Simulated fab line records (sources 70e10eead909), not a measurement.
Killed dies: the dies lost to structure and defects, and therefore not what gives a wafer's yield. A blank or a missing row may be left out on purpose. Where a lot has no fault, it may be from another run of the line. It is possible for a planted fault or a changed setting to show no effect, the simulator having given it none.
Chamber matching || flow nand_harc || 3 sister chambers for NHARC_A_STAIRCASE_DEP_417 on pecvd-03
The step deposits Si3N4, target thk 60 nm. 6 wafers are shown with their chamber, then 12 later ones without.

== WAFERS, EACH WITH ITS CHAMBER ==
{"wafer": "L088.6", "chamber": 0, "heater_power_w (W)": 755}
{"wafer": "L085.4", "chamber": 0, "heater_power_w (W)": 784}
{"wafer": "L092.5", "chamber": 1, "heater_power_w (W)": 663}
{"wafer": "L091.1", "chamber": 2, "heater_power_w (W)": 756}
{"wafer": "L091.3", "chamber": 2, "heater_power_w (W)": 753}
{"wafer": "L091.4", "chamber": 1, "heater_power_w (W)": 564}

== WAFERS MISSING THEIR CHAMBER ==
{"wafer": "L094.4", "heater_power_w (W)": 598}
{"wafer": "L094.5", "heater_power_w (W)": 596}
{"wafer": "L094.6", "heater_power_w (W)": 792}
{"wafer": "L093.1", "heater_power_w (W)": 597}
{"wafer": "L093.3", "heater_power_w (W)": 682}
{"wafer": "L093.4", "heater_power_w (W)": 605}
{"wafer": "L096.3", "heater_power_w (W)": 792}
{"wafer": "L096.4", "heater_power_w (W)": 667}
{"wafer": "L096.6", "heater_power_w (W)": 818}
{"wafer": "L097.1", "heater_power_w (W)": 821}
{"wafer": "L097.2", "heater_power_w (W)": 812}
{"wafer": "L097.4", "heater_power_w (W)": 819}

== WHICH CHAMBER EACH ONE RAN IN ==
{"wafer": "L094.4", "from the rows above": 1, "in truth": 1}
{"wafer": "L094.5", "from the rows above": 1, "in truth": 1}
{"wafer": "L094.6", "from the rows above": "can't be placed: 0 or 2", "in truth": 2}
{"wafer": "L093.1", "from the rows above": 1, "in truth": 1}
{"wafer": "L093.3", "from the rows above": "can't be placed: 1 or 2 or 0", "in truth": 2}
{"wafer": "L093.4", "from the rows above": 1, "in truth": 1}
{"wafer": "L096.3", "from the rows above": "can't be placed: 0 or 2", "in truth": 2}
{"wafer": "L096.4", "from the rows above": "can't be placed: 1 or 2 or 0", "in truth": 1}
{"wafer": "L096.6", "from the rows above": "can't be placed: 0 or 2", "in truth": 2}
{"wafer": "L097.1", "from the rows above": "can't be placed: 0 or 2", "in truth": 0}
{"wafer": "L097.2", "from the rows above": "can't be placed: 0 or 2", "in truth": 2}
{"wafer": "L097.4", "from the rows above": "can't be placed: 0 or 2", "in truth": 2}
Correctly placed: 4 of 12. Unplaceable from these rows: 8, with the true chamber sitting among the candidates in 8. Number placed wrongly: 0.
How it was worked out, from the rows above alone: a wafer's distance from a chamber is the root of the sum, over the readings, of the square of ((its reading less the chamber's mean) divided by the reading's scatter). If the next closest chamber is less than 2 further off than the closest, the wafer can't be placed; otherwise it belongs to the closest. A chamber's mean is the mean of its shown wafers. The scatter is the square root of a quotient: the sum, over the shown wafers, of each reading's squared deviation from its chamber's mean, divided by wafers minus chambers.
